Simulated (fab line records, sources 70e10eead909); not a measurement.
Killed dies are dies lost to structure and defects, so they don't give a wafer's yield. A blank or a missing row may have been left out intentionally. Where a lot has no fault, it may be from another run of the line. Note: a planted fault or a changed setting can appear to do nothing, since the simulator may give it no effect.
Matching of chambers || flow nandHarc || NHARC_P_ZERO_WELL_DESCUM_26 on rieDiel-02 has 4 sister chambers
The step chemistry O2, time 3 s. 4 wafers are shown with their chamber, then 11 later ones without.

## EACH WAFER AND ITS CHAMBER
{"wafer": "L085.4", "chamber": 3, "showerheadPlenumPTorr (Torr)": 1.76}
{"wafer": "L085.5", "chamber": 2, "showerheadPlenumPTorr (Torr)": 1.88}
{"wafer": "L085.6", "chamber": 1, "showerheadPlenumPTorr (Torr)": 2.02}
{"wafer": "L090.3", "chamber": 0, "showerheadPlenumPTorr (Torr)": 1.93}

## WAFERS MISSING THEIR CHAMBER
{"wafer": "L090.5", "showerheadPlenumPTorr (Torr)": 2.02}
{"wafer": "L090.6", "showerheadPlenumPTorr (Torr)": 1.93}
{"wafer": "L092.3", "showerheadPlenumPTorr (Torr)": 1.87}
{"wafer": "L092.4", "showerheadPlenumPTorr (Torr)": 1.93}
{"wafer": "L092.6", "showerheadPlenumPTorr (Torr)": 1.87}
{"wafer": "L095.1", "showerheadPlenumPTorr (Torr)": 2.02}
{"wafer": "L095.2", "showerheadPlenumPTorr (Torr)": 1.93}
{"wafer": "L095.4", "showerheadPlenumPTorr (Torr)": 1.87}
{"wafer": "L096.3", "showerheadPlenumPTorr (Torr)": 2.01}
{"wafer": "L096.4", "showerheadPlenumPTorr (Torr)": 1.87}
{"wafer": "L096.5", "showerheadPlenumPTorr (Torr)": 1.93}

## EACH ONE'S CHAMBER
{"wafer": "L090.5", "from the rows above": 1, "in truth": 1}
{"wafer": "L090.6", "from the rows above": 0, "in truth": 0}
{"wafer": "L092.3", "from the rows above": 2, "in truth": 2}
{"wafer": "L092.4", "from the rows above": 0, "in truth": 0}
{"wafer": "L092.6", "from the rows above": 2, "in truth": 2}
{"wafer": "L095.1", "from the rows above": 1, "in truth": 1}
{"wafer": "L095.2", "from the rows above": 0, "in truth": 0}
{"wafer": "L095.4", "from the rows above": 2, "in truth": 2}
{"wafer": "L096.3", "from the rows above": 1, "in truth": 1}
{"wafer": "L096.4", "from the rows above": 2, "in truth": 2}
{"wafer": "L096.5", "from the rows above": 0, "in truth": 0}
Placed correctly: 11 of 11. Left unplaced by these rows: 0. Number placed wrongly: 0.
How it was worked out, from the rows above alone: a wafer's distance from a chamber is the root of the sum, over the readings, of the square of ((its reading less the chamber's mean) divided by the reading's scatter). If the next closest chamber is less than 2 further off than the closest, the wafer can't be placed; otherwise it belongs to the closest. A chamber's mean is the mean of its shown wafers. The scatter: with one shown wafer a chamber, the root of the mean of the squares of how far each hidden wafer lies from its nearest shown one.
